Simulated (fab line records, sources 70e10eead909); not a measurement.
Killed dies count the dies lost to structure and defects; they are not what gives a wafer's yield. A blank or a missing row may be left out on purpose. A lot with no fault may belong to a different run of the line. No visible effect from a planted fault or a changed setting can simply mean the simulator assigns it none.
Matching of chambers || flow nandHarc || NHARC_A_CONTACT_ETCH_98 on rieDiel-10: 4 sister chambers
The step etches the open film in C4F6/O2, target depth 20 nm, time 10 s. 8 wafers are shown with their chamber, then 10 later ones without.

== EACH WAFER AND ITS CHAMBER ==
{"wafer": "L311.1", "chamber": 1, "showerheadPlenumPTorr (Torr)": 3.65, "drypumpMotorCurrentA (A)": 6.2}
{"wafer": "L313.1", "chamber": 1, "showerheadPlenumPTorr (Torr)": 3.65, "drypumpMotorCurrentA (A)": 6.1}
{"wafer": "L310.2", "chamber": 2, "showerheadPlenumPTorr (Torr)": 3.97, "drypumpMotorCurrentA (A)": 5.8}
{"wafer": "L314.1", "chamber": 0, "showerheadPlenumPTorr (Torr)": 4.09, "drypumpMotorCurrentA (A)": 5.7}
{"wafer": "L314.4", "chamber": 3, "showerheadPlenumPTorr (Torr)": 3.93, "drypumpMotorCurrentA (A)": 6.4}
{"wafer": "L314.5", "chamber": 0, "showerheadPlenumPTorr (Torr)": 4.10, "drypumpMotorCurrentA (A)": 5.7}
{"wafer": "L317.3", "chamber": 3, "showerheadPlenumPTorr (Torr)": 3.93, "drypumpMotorCurrentA (A)": 6.4}
{"wafer": "L317.5", "chamber": 2, "showerheadPlenumPTorr (Torr)": 3.96, "drypumpMotorCurrentA (A)": 5.8}

== WAFERS WITH NO CHAMBER GIVEN ==
{"wafer": "L317.6", "showerheadPlenumPTorr (Torr)": 3.93, "drypumpMotorCurrentA (A)": 6.4}
{"wafer": "L323.1", "showerheadPlenumPTorr (Torr)": 3.96, "drypumpMotorCurrentA (A)": 5.8}
{"wafer": "L323.3", "showerheadPlenumPTorr (Torr)": 3.96, "drypumpMotorCurrentA (A)": 5.8}
{"wafer": "L323.6", "showerheadPlenumPTorr (Torr)": 4.09, "drypumpMotorCurrentA (A)": 5.7}
{"wafer": "L330.1", "showerheadPlenumPTorr (Torr)": 3.92, "drypumpMotorCurrentA (A)": 6.4}
{"wafer": "L330.2", "showerheadPlenumPTorr (Torr)": 3.95, "drypumpMotorCurrentA (A)": 5.8}
{"wafer": "L330.3", "showerheadPlenumPTorr (Torr)": 4.21, "drypumpMotorCurrentA (A)": 6.2}
{"wafer": "L331.1", "showerheadPlenumPTorr (Torr)": 4.21, "drypumpMotorCurrentA (A)": 6.2}
{"wafer": "L331.5", "showerheadPlenumPTorr (Torr)": 4.21, "drypumpMotorCurrentA (A)": 6.2}
{"wafer": "L331.6", "showerheadPlenumPTorr (Torr)": 3.95, "drypumpMotorCurrentA (A)": 5.8}

== EACH ONE'S CHAMBER ==
{"wafer": "L317.6", "from the rows above": 3, "in truth": 3}
{"wafer": "L323.1", "from the rows above": 2, "in truth": 2}
{"wafer": "L323.3", "from the rows above": 2, "in truth": 2}
{"wafer": "L323.6", "from the rows above": 0, "in truth": 0}
{"wafer": "L330.1", "from the rows above": 3, "in truth": 3}
{"wafer": "L330.2", "from the rows above": 2, "in truth": 2}
{"wafer": "L330.3", "from the rows above": 0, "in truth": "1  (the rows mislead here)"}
{"wafer": "L331.1", "from the rows above": 0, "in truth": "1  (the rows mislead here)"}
{"wafer": "L331.5", "from the rows above": 0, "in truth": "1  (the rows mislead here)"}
{"wafer": "L331.6", "from the rows above": 2, "in truth": 2}
7 of 10 placed correctly. Left unplaced by these rows: 0. Wrongly placed: 3.
How it was worked out, from the rows above alone: a wafer's distance from a chamber is the root of the sum, over the readings, of the square of ((its reading less the chamber's mean) divided by the reading's scatter). The wafer belongs to the nearest chamber; if the next one is less than 2 further off, it can't be placed. Each chamber's mean is taken over the wafers shown for it. How the scatter is found: for the shown wafers, subtract from each reading the mean of its chamber, square and add these, divide the total by (wafers less chambers), then take the root.
